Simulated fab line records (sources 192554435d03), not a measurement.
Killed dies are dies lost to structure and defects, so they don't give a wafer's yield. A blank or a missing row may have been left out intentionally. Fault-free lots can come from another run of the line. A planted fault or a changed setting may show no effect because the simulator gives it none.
Matching of chambers -- flow n5_finfet -- N5_SD_EPI_P_ETCH_16 on rie_diel-01 has 4 sister chambers
The step etches SiO2 in CHF3/O2, target depth 5 nm. 4 wafers are shown with their chamber, then 12 later ones without.

## WAFERS WITH THEIR CHAMBER
wafer,chamber,drypump_motor_current_A (A)
L086.2,2,5.2
L088.2,1,5.8
L088.5,0,5.0
L088.6,3,5.6

## WAFERS MISSING THEIR CHAMBER
wafer,drypump_motor_current_A (A)
L089.1,5.7
L089.4,5.6
L089.6,5.2
L091.2,5.0
L091.5,5.0
L091.6,5.8
L092.4,5.8
L092.5,5.8
L092.6,5.2
L097.2,5.8
L097.3,5.2
L097.5,5.8

## WHICH CHAMBER EACH WENT THROUGH
wafer,from the rows above,in truth
L089.1,can't be placed: 1 or 3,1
L089.4,3,3
L089.6,2,2
L091.2,0,0
L091.5,0,0
L091.6,1,1
L092.4,1,1
L092.5,1,1
L092.6,2,2
L097.2,1,1
L097.3,2,2
L097.5,1,1
Correct placement for 11 of the 12. These rows do not allow placing 1 (true chamber among the candidates in 1). Placed wrongly: 0.
How it was worked out, from the rows above alone: a wafer's distance from a chamber is the root of the sum, over the readings, of the square of ((its reading less the chamber's mean) divided by the reading's scatter). If the next closest chamber is less than 2 further off than the closest, the wafer can't be placed; otherwise it belongs to the closest. For every chamber, the mean is computed from those of its wafers that are shown. The scatter: with one shown wafer a chamber, the root of the mean of the squares of how far each hidden wafer lies from its nearest shown one.
